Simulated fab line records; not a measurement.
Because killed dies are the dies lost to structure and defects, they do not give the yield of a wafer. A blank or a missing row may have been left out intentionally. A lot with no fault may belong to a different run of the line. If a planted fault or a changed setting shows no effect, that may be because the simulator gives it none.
Chamber matching + flow nand harc + NHARC_P_M0_PRE_CLEAN_31 on pecvd-02: 3 sister chambers
The step time 12 s. 16 wafers are shown with their chamber, then 7 later ones without.

## WAFERS WITH THEIR CHAMBER
| wafer  | chamber | heater power w (W) | rf fwd power W (W) | susceptor temp C (C) |
|--------|---------|--------------------|--------------------|----------------------|
| L843.1 | 0       | 629                | 292.6              | 370.18               |
| L843.4 | 0       | 641                | 292.8              | 370.16               |
| L843.5 | 2       | 777                | 293.6              | 370.09               |
| L845.3 | 1       | 624                | 293.7              | 370.18               |
| L845.4 | 0       | 706                | 293.4              | 370.25               |
| L845.5 | 2       | 782                | 292.1              | 369.67               |
| L852.1 | 1       | 673                | 291.9              | 370.35               |
| L852.5 | 0       | 663                | 294.1              | 370.09               |
| L856.4 | 0       | 635                | 291.6              | 369.81               |
| L856.5 | 2       | 745                | 291.3              | 370.19               |
| L856.6 | 1       | 639                | 290.9              | 369.71               |
| L853.1 | 0       | 591                | 293.1              | 370.05               |
| L853.2 | 1       | 680                | 292.7              | 369.83               |
| L853.4 | 0       | 596                | 294.1              | 369.93               |
| L861.1 | 0       | 680                | 292.6              | 370.41               |
| L861.3 | 1       | 691                | 292.7              | 370.30               |

SIGNATURES (means of the wafers above)
| reading          | chamber 0 | chamber 1 | chamber 2 | scatter within a chamber |
|------------------|-----------|-----------|-----------|--------------------------|
| heater power w   | 642.62    | 661.40    | 768.00    | 33.9                     |
| rf fwd power W   | 293.038   | 292.380   | 292.333   | 0.961                    |
| susceptor temp C | 370.1100  | 370.0740  | 369.9833  | 0.236                    |
Rule: for each reading, subtract the chamber's mean from the wafer's reading, divide by that reading's scatter and square the result; add these up over the readings and take the root, which gives the wafer's distance from the chamber. The wafer belongs to the nearest chamber; if the next one is less than 2 further off, it can't be placed. How the scatter is found: for the shown wafers, subtract from each reading the mean of its chamber, square and add these, divide the total by (wafers less chambers), then take the root.

## WAFERS WITH NO CHAMBER GIVEN
| wafer  | heater power w (W) | rf fwd power W (W) | susceptor temp C (C) |
|--------|--------------------|--------------------|----------------------|
| L861.4 | 694                | 291.8              | 370.40               |
| L863.1 | 641                | 292.5              | 370.17               |
| L863.2 | 571                | 294.6              | 369.91               |
| L863.5 | 669                | 292.7              | 370.12               |
| L864.2 | 805                | 293.9              | 370.11               |
| L864.4 | 669                | 293.2              | 369.83               |
| L864.6 | 777                | 293.0              | 369.76               |

## EACH ONE'S CHAMBER
| wafer  | from the rows above          | in truth |
|--------|------------------------------|----------|
| L861.4 | can't be placed: 1 or 0 or 2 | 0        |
| L863.1 | can't be placed: 0 or 1      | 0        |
| L863.2 | can't be placed: 0 or 1      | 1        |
| L863.5 | can't be placed: 1 or 0      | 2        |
| L864.2 | 2                            | 2        |
| L864.4 | can't be placed: 1 or 0 or 2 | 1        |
| L864.6 | 2                            | 2        |
Correctly placed: 2 of 7. Can't be placed from these rows: 5 (the true chamber is among the candidates in 4). Placed wrongly: 0.
